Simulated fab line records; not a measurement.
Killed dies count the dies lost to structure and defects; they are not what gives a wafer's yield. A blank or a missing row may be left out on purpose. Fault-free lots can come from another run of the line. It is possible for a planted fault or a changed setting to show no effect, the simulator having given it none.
The tool behind it: which one? ; flow n5-finfet ; 9 lots with 24 wafers sampled at 5 steps, on a route of 1938 steps

## WHAT THE GAUGES SHOWED, per wafer
N5_BEOL_M4_RC_MEAS_101.
lot;measured;on;DIBL_N (mV/V);DIBL_P (mV/V);IOFF_N (nA/um);IOFF_P (nA/um);ION_N (uA/um);ION_P (uA/um);SS_N (mV/dec);SS_P (mV/dec);VT_N (mV);VT_P (mV)
L103;day 7 17:24;prober-01;32.5 36.8 35.2;32.4 37.7 36.3;0.11 0.20 0.17;0.16 0.25 0.22;650 690 677;452 468 463;70.7 71.8 71.6;72.4 74.1 72.6;252 241 247;-253 -249 -248
L104;day 7 23:32;prober-01;36.4 34.3 34.3;33.6 31.7 31.1;0.14 0.12 0.12;0.17 0.16 0.14;661 666 654;450 458 450;71.7 71.3 71.8;72.8 72.0 72.2;251 249 251;-255 -254 -253
L106;day 8 07:55;prober-02;35.7 41.1 35.3;35.8 42.1 35.4;0.14 0.26 0.14;0.18 0.29 0.18;669 694 658;452 470 455;71.3 73.5 71.3;74.0 75.4 73.2;251 245 252;-253 -249 -255
L108;day 8 21:22;prober-01;38.5 35.3 37.7;39.0 35.3 37.4;0.20 0.14 0.18;0.28 0.23 0.25;687 662 690;476 462 473;72.4 70.6 71.3;73.7 73.4 72.9;247 249 246;-245 -245 -245
L107;day 9 02:36;prober-02;35.1 35.4 32.2;35.7 37.1 32.7;0.14 0.15 0.10;0.18 0.21 0.16;664 678 650;451 468 450;71.3 71.5 70.5;73.3 73.0 72.2;253 250 257;-254 -250 -253
L109;day 9 08:58;prober-02;35.2 34.7 38.8;36.0 34.5 40.0;0.16 0.15 0.24;0.22 0.19 0.31;676 674 690;464 457 474;71.9 71.3 73.3;74.0 73.0 75.5;249 250 243;-249 -249 -246
L110;day 9 22:13;prober-01;39.0 38.5;40.5 40.0;0.18 0.18;0.25 0.24;696 694;479 477;71.5 71.4;73.8 74.2;250 250;-249 -247
L117;day 11 16:50;prober-01;38.2 37.4;38.9 38.4;0.18 0.16;0.21 0.20;669 692;458 466;71.9 71.3;74.2 72.7;249 251;-252 -255
L120;day 12 16:28;prober-02;36.8 38.3;36.2 38.6;0.18 0.21;0.21 0.24;690 686;460 462;72.1 71.9;73.8 74.4;246 244;-250 -248

N5_BEOL_M8_CD_MEAS_28: the cd target is 40 nm.
lot;measured;on;cd-nm (nm)
L103;day 9 03:37;cd-sem-03;39.38 40.08 39.49
L104;day 9 09:01;cd-sem-01;39.63 39.79 39.73
L106;day 9 19:06;cd-sem-01;39.71 40.00 39.79
L108;day 10 09:30;cd-sem-02;40.05 40.11 39.89
L107;day 10 09:40;cd-sem-03;39.83 39.40 40.01
L109;day 11 00:32;cd-sem-02;39.91 40.27 40.27
L110;day 11 09:12;cd-sem-02;39.63 39.86
L117;day 13 04:40;cd-sem-02;29.90 29.78
L120;day 14 06:08;cd-sem-03;28.84 40.06

N5_BEOL_M8_OVL_MEAS_29.
lot;measured;on;V7_OVL (nm)
L103;day 9 03:38;overlay-01;-0.6 0.6 0.2
L104;day 9 09:04;overlay-02;-0.3 -0.2 -0.2
L106;day 9 19:08;overlay-02;0.3 1.0 -0.3
L108;day 10 09:32;overlay-01;-0.6 0.4 -0.9
L107;day 10 09:41;overlay-02;1.0 0.5 -1.0
L109;day 11 00:35;overlay-02;-0.1 0.1 0.1
L110;day 11 09:14;overlay-02;-0.7 -1.7
L117;day 13 04:41;overlay-01;-0.3 -1.1
L120;day 14 06:11;overlay-01;-1.3 0.2

## EACH LOT AND THE TOOL THAT RAN IT (in order: tool; ch and the chambers of the sampled wafers; start)
lot;N5_BEOL_M8_ETCH_62;N5_BEOL_M8_EXPOSE_25
L103;rie-diel-02 ch 0,1,3, day 9 02:13;euv-scanner-02 ch 0, day 9 03:29
L104;rie-diel-01 ch 0,1,2, day 9 08:16;euv-scanner-02 ch 0, day 9 08:54
L106;rie-diel-02 ch 0,2, day 9 17:28;euv-scanner-02 ch 0, day 9 18:58
L108;rie-diel-04 ch 1,2,3, day 10 06:07;euv-scanner-01 ch 0, day 10 09:22
L107;rie-diel-02 ch 0,1,3, day 10 06:22;euv-scanner-02 ch 0, day 10 09:32
L109;rie-diel-01 ch 0,2,3, day 10 21:04;euv-scanner-01 ch 0, day 11 00:25
L110;rie-diel-02 ch 0,1, day 11 07:10;euv-scanner-01 ch 0, day 11 09:04
L117;rie-diel-02 ch 0,3, day 13 01:07;euv-scanner-01 ch 0, day 13 04:32
L120;rie-diel-04 ch 1,2, day 14 04:47;euv-scanner-01 ch 0, day 14 06:01
- N5_BEOL_M8_ETCH_62: etches SOC in N2/H2, target depth 110 nm, overetch 22 nm, time 165 s.
- N5_BEOL_M8_EXPOSE_25: exposes mask V7, target cd 40 nm.

## WHAT THE TOOLS THEMSELVES READ (means of the sampled wafers that have a number; where no wafer has one, the mark that the record gives instead)
N5_BEOL_M8_ETCH_62.
lot;tool;drypump-motor-current-A (A);oes-product-au (a.u.);rf-vpp-V (V);showerhead-plenum-p-Torr (Torr);temp-c (C);throttle-valve-pct (%)
L103;rie-diel-02;5.9;0.68;522.4;2.47;39.96;17.72
L104;rie-diel-01;5.6;0.71;526.1;2.61;39.86;17.54
L106;rie-diel-02;6.2;0.74;522.3;2.48;39.89;17.51
L108;rie-diel-04;5.3;0.75;526.7;2.64;39.98;17.71
L107;rie-diel-02;5.9;0.67;522.4;2.47;40.08;17.74
L109;rie-diel-01;5.4;0.66;524.6;2.59;40.08;17.65
L110;rie-diel-02;5.8;0.70;521.8;2.46;40.00;17.69
L117;rie-diel-02;6.2;0.65;522.0;2.47;40.13;17.91
L120;rie-diel-04;5.1;0.70;526.3;2.65;40.03;17.77

N5_BEOL_M8_EXPOSE_25.
lot;tool;reticle-temp-C (C)
L103;euv-scanner-02;23.02
L104;euv-scanner-02;23.06
L106;euv-scanner-02;23.06
L108;euv-scanner-01;23.10
L107;euv-scanner-02;23.02
L109;euv-scanner-01;23.04
L110;euv-scanner-01;22.95
L117;euv-scanner-01;23.04
L120;euv-scanner-01;23.01

## THE ANSWER, worked out from the rows above alone
Rule: usual is defined by the lots themselves. The widest of any qualifying gaps counts: lots, ordered by their means at a reading, are off when they make up no more than a third of the lots, leave a main group of 4 or more, and stand apart from it by 3 or more times the standard deviation of that group's means. Not used: any main group whose means are identical at the precision the tables above print for the reading. Also off: a lot with no number at a reading for which 4 or more lots have one. The other lots that the step has rows for count as sound. After the gauges, taken in route order, come the tools' own readings; for these a lot's mean is taken, as printed above. At the first step where some lot is off, the reading lying furthest off is the one used; lots without a number count as furthest.
Off, at N5_BEOL_M8_CD_MEAS_28 on cd-nm: L117, L120. The main group: mean 39.84 nm, standard deviation 0.17.
A tool fits if, at a process step before that reading, it ran every lot that is off, and no sound lot after the first of them. The gauges at N5_BEOL_M8_CD_MEAS_28 are tried like those tools. One fits: N5_BEOL_M8_EXPOSE_25 on euv-scanner-01. Its last sound lot is L110 (day 11 09:04), its first lot that is off L117 (day 13 04:32): a fault that began between those two fits.

## WHAT THE SIMULATOR PUT IN
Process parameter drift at N5_BEOL_M8_EXPOSE_25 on euv-scanner-01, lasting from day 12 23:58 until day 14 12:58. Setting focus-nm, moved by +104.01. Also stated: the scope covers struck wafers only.
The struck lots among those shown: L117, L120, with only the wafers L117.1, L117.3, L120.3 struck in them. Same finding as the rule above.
